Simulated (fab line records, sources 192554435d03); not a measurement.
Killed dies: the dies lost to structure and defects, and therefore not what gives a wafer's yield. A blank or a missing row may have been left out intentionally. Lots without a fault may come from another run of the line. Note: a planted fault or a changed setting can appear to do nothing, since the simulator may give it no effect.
A single fault, viewed from 3 desks | flow n5Finfet | what lay behind the numbers comes last; until then each desk has only its own
Where a reading is given only as a bound, like >300, the bound stands for it, and a mean or a difference that rests on one is marked > or <: the true number lies beyond.

== THE DEFECT DESK ==
For each lot, the counts of the inspections along the route, averaged over the sampled wafers that have a number. Any lot whose mean is over 4 standard deviations away from the usual mean is out of limits and marked OUT; that distance is given in the brackets.
Columns: A = rawDefectCount at N5_HKMG_FIN_INSPECT_14, usual 2.0
lot  | first seen here | A
L904 | day 4 08:22     | 3.0
L907 | day 4 20:56     | 1.7
L909 | day 5 09:12     | 2.3
L914 | day 6 20:02     | 2.7
L915 | day 6 23:28     | >300 (+99 or more) OUT
L916 | day 7 03:50     | >300 (+99 or more) OUT
L921 | day 8 11:32     | 1.3
L923 | day 8 22:18     | 2.3
This desk finds L915, L916 out of limits, L915 being first, at day 6 23:28 (rawDefectCount at N5_HKMG_FIN_INSPECT_14). In limits: L904, L907, L909, L914, L921, L923.

== METROLOGY DESK ==
Lot by lot, what the gauges showed, no matter which tool ran the lot: averages of those sampled wafers that carry a number. Any lot whose mean is over 4 standard deviations away from the usual mean is out of limits and marked OUT; that distance is given in the brackets. Shown here are 7 of its 10 readings, the ones lying furthest out on some lot.
Columns: A = DIBL_N at N5_BEOL_M4_RC_MEAS_101, usual 36.4 mV/V; B = DIBL_P at N5_BEOL_M4_RC_MEAS_101, usual 36.1 mV/V; C = IOFF_N at N5_BEOL_M4_RC_MEAS_101, usual 0.156 nA/um; D = IOFF_P at N5_BEOL_M4_RC_MEAS_101, usual 0.21 nA/um; E = SS_N at N5_BEOL_M4_RC_MEAS_101, usual 71.5 mV/dec; F = SS_P at N5_BEOL_M4_RC_MEAS_101, usual 73.2 mV/dec; G = VT_N at N5_BEOL_M4_RC_MEAS_101, usual 250.0 mV
lot  | first seen here | A    | B    | C     | D    | E    | F    | G
L904 | day 7 22:36     | 36.5 | 37.6 | 0.163 | 0.21 | 71.4 | 73.0 | 250.6
L907 | day 8 06:26     | 36.3 | 37.4 | 0.171 | 0.21 | 71.5 | 74.1 | 247.6
L909 | day 9 01:47     | 35.4 | 35.1 | 0.137 | 0.21 | 71.6 | 73.2 | 251.8
L914 | day 10 10:08    | 36.2 | 35.8 | 0.157 | 0.21 | 71.3 | 73.8 | 248.8
L916 | day 10 11:17    | 35.1 | 33.3 | 0.133 | 0.19 | 71.4 | 72.4 | 253.9
L915 | day 10 16:43    | 39.3 | 39.2 | 0.201 | 0.27 | 72.3 | 73.4 | 245.3
L921 | day 11 17:59    | 35.9 | 35.4 | 0.142 | 0.20 | 71.0 | 72.8 | 249.2
L923 | day 12 12:56    | 37.3 | 36.2 | 0.170 | 0.24 | 71.5 | 73.6 | 248.3
This desk's verdict: no lot among the 8 shows anything out of limits.

== FOR THE TOOL OWNER'S DESK: rieDiel-01 ==
The tool's own readings at N5_HKMG_FIN_ETCH_58 (etches SOC in N2/H2, target depth 215.8 nm, time 741 s): means of the sampled wafers that have a number, for each lot that ran on this tool. Any lot whose mean is over 4 standard deviations away from the usual mean is out of limits and marked OUT; that distance is given in the brackets.
Columns: A = drypumpMotorCurrentA at N5_HKMG_FIN_ETCH_58, usual 5.9 A; B = oesProductAu at N5_HKMG_FIN_ETCH_58, usual 0.79 a.u.; C = rfVppV at N5_HKMG_FIN_ETCH_58, usual 99.2 V; D = showerheadPlenumPTorr at N5_HKMG_FIN_ETCH_58, usual 2.56 Torr; E = throttleValvePct at N5_HKMG_FIN_ETCH_58, usual 17.66 %
lot  | first seen here | A   | B    | C     | D    | E
L904 | day 4 05:14     | 6.0 | 0.73 | 99.0  | 2.60 | 17.55
L907 | day 4 17:55     | 5.9 | 0.83 | 99.6  | 2.56 | 17.56
L914 | day 6 17:00     | 6.2 | 0.75 | 100.4 | 2.64 | 17.57
L915 | day 6 20:26     | 6.0 | 0.85 | 99.1  | 2.53 | 17.61
L916 | day 6 23:36     | 5.9 | 0.79 | 99.5  | 2.55 | 17.60
This desk's verdict: no lot among the 5 shows anything out of limits.

== ALL TOGETHER ==
The defect desk could have raised an alarm at day 6 23:28, on L915, L916.
At the metrology desk, nothing out of limits was observed.
Nothing out of limits was seen by the tool owner's desk.
The metrology desk holds a record of L915, L916, inside its limits.
The tool owner's desk has L915, L916 on record, within its limits.
All the named lots went through N5_HKMG_FIN_ETCH_58 on rieDiel-01.

== WHAT THE SIMULATOR HAD INSERTED ==
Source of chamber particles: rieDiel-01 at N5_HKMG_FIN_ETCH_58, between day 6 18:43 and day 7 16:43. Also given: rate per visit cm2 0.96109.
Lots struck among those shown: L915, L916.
Hours from the fault's start to each desk's first reading out of limits: the defect desk, 5.
